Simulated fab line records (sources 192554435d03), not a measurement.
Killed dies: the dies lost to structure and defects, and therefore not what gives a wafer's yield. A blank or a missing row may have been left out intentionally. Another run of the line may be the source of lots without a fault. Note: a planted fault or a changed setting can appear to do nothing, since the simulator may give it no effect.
Code-filled problem report in 8D (eight disciplines) form / flow n5Finfet / the parts of the form that need people (team, actions taken, sign-off) are left out

== 1. WHAT WENT WRONG ==
Mean of killedAtFrontEnd at N5_PASSIVATION_PROBE_49: 185 across 6 wafers in 2 lots; on wafers with no fault it is 36 (standard deviation 12). That puts it +12 standard deviations away from the usual mean.
Seen first at day 15 16:39 on prober-02, wafer L828.1. At this step, 11 wafers from 4 lots have a number in the record. Rule for "out" (also "out of limits"): further than 4 standard deviations from the usual mean. The other wafers with a number count as sound.

== 2. WHAT IT IS, WHAT IT ISN'T ==
question=which readings at this step; is=killedAtFrontEnd, defectLimitedYield, killedDies, sortNPass, sortYieldPct; is not=killed_at_M0_to_M3, killed_at_M4_up, killedAtContacts, killedAtOther, sort_bin_4_leakage
question=which lots; is=L828, L829; is not=L817, L825
question=which wafers of those lots; is=all that have a number; is not=-
question=read on which tools; is=prober-01, prober-02; is not=-
question=when; is=from day 15 16:39; is not=up to then (5 sound wafers)

== 3. WHAT RULES OUT EACH SUSPECT ==
Counting: a tool stays on the suspect list if, at a process step up to the reading, it processed all lots that are out and no sound lot following the first of them.
- wetBench-02 at N5_SDB_PRECLEAN_39 (cleans in O3/DIW, time 45 s): kept. It ran every lot that is out, first L828 (day 7 12:50), and no sound lot after that.
- rieDiel-01 at N5_PASSIVATION_STRIP_14 (strips in O2): kept. Every lot that is out went through it, starting with L828 (day 15 09:50), and after that it ran no sound lot; the last sound lot it ran before then is L817 (day 12 19:32).
The count leaves rieDiel-01 at N5_PASSIVATION_STRIP_14 and wetBench-02 at N5_SDB_PRECLEAN_39.

== 4. THE CAUSE (what the simulator had put in) ==
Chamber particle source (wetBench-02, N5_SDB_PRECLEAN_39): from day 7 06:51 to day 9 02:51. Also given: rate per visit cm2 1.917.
This tool is one of the 2 suspects left after counting.

== 5. THE EFFECT CHAIN, in route order ==
Rows list readings where the struck wafers' mean (over those with a number) sits beyond 3 standard deviations from the usual. Only readings whose record carries a usual standard deviation are examined. hours: median over the lots of the time between each lot's start at the first step of this table that gives one and its start at this step. sigmas: the change, counted in usual standard deviations.
hours=0; step=N5_PASSIVATION_PROBE_49; reading=defectLimitedYield; usual=91.8 %; on struck wafers=78.5; change=-13.3; sigmas=-8.8
hours=0; step=N5_PASSIVATION_PROBE_49; reading=killedAtFrontEnd; usual=36; on struck wafers=185; change=+149; sigmas=+12
hours=0; step=N5_PASSIVATION_PROBE_49; reading=killedDies; usual=97; on struck wafers=253; change=+156; sigmas=+8.7
hours=0; step=N5_PASSIVATION_PROBE_49; reading=sort_bin_5_function; usual=4.8 %; on struck wafers=12.2; change=+7.4; sigmas=+7.4
hours=0; step=N5_PASSIVATION_PROBE_49; reading=sortNPass; usual=1083; on struck wafers=927; change=-156; sigmas=-8.7
hours=0; step=N5_PASSIVATION_PROBE_49; reading=sortYieldPct; usual=91.8 %; on struck wafers=78.5; change=-13.3; sigmas=-8.8
It contains these process steps:
- N5_PASSIVATION_PROBE_49

== 6. WHAT WOULD HAVE CAUGHT IT SOONER ==
The fault began at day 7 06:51; the first out-of-limits reading in this record came at day 15 16:39, 202 hours later.
Of the tool readings at N5_SDB_PRECLEAN_39 for which the record gives a usual standard deviation, none was out on any struck wafer, so an alarm limit of 4 standard deviations on them would not have fired.
By day 15 16:39 the whole set of lots that are out, 2 in number, had already begun N5_SDB_PRECLEAN_39 on wetBench-02. Tool hold at that time: it would have spared none of them.
